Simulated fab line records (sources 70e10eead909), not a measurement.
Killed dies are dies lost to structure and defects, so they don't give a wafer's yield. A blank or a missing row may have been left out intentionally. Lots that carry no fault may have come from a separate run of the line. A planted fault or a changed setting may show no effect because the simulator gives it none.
Chamber matching -- flow nandHarc -- 4 sister chambers for NHARC_A_CHANNEL_HOLE_D1_ETCH_38 on rieDiel-08
The step etches the open film in CF4, target depth 39 nm, time 65 s. 14 wafers are shown with their chamber, then 7 later ones without.

== WAFERS PAIRED WITH THEIR CHAMBERS ==
wafer,chamber,drypumpMotorCurrentA (A),runLengthS (s),oesProductAu (a.u.)
L987.1,1,5.9,86.5,1.011
L987.2,0,5.2,86.2,0.991
L987.4,3,5.5,85.9,1.004
L996.3,1,5.9,86.4,1.012
L996.6,3,5.5,85.4,1.010
L997.1,0,5.2,86.6,1.004
L997.6,3,5.5,85.8,0.996
L998.1,1,5.9,86.7,1.009
L998.3,0,5.2,85.9,1.001
L105.2,3,5.5,85.5,1.010
L105.4,0,5.2,86.3,0.996
L105.6,1,5.8,86.5,1.007
L107.1,0,5.2,85.9,0.999
L107.4,2,5.7,86.7,0.990

SIGNATURES (means of the wafers above)
reading,chamber 0,chamber 1,chamber 2,chamber 3,scatter within a chamber
drypumpMotorCurrentA,5.200,5.875,5.700,5.500,0.0274
runLengthS,86.180,86.525,86.700,85.650,0.238
oesProductAu,0.99820,1.00975,0.99000,1.00500,0.00496
Rule: a wafer lies at a distance from a chamber equal to the root of the sum of squares, over the readings, of (its reading less the chamber's mean, divided by the reading's scatter). If the next closest chamber is less than 2 further off than the closest, the wafer can't be placed; otherwise it belongs to the closest. How the scatter is found: for the shown wafers, subtract from each reading the mean of its chamber, square and add these, divide the total by (wafers less chambers), then take the root.

== WAFERS WHOSE CHAMBER IS MISSING ==
wafer,drypumpMotorCurrentA (A),runLengthS (s),oesProductAu (a.u.)
L107.5,5.9,86.6,0.994
L108.2,5.9,86.5,1.006
L108.4,5.5,85.8,1.000
L108.5,5.9,86.4,1.000
L110.2,5.7,87.3,0.988
L110.4,5.5,86.1,0.991
L110.6,5.2,85.8,0.994

== THE CHAMBER EACH PASSED THROUGH ==
wafer,from the rows above,in truth
L107.5,1,1
L108.2,1,1
L108.4,3,3
L108.5,1,1
L110.2,2,2
L110.4,3,3
L110.6,0,0
Correct placement for 7 of the 7. Can't be placed from these rows: 0. 0 placed wrongly.
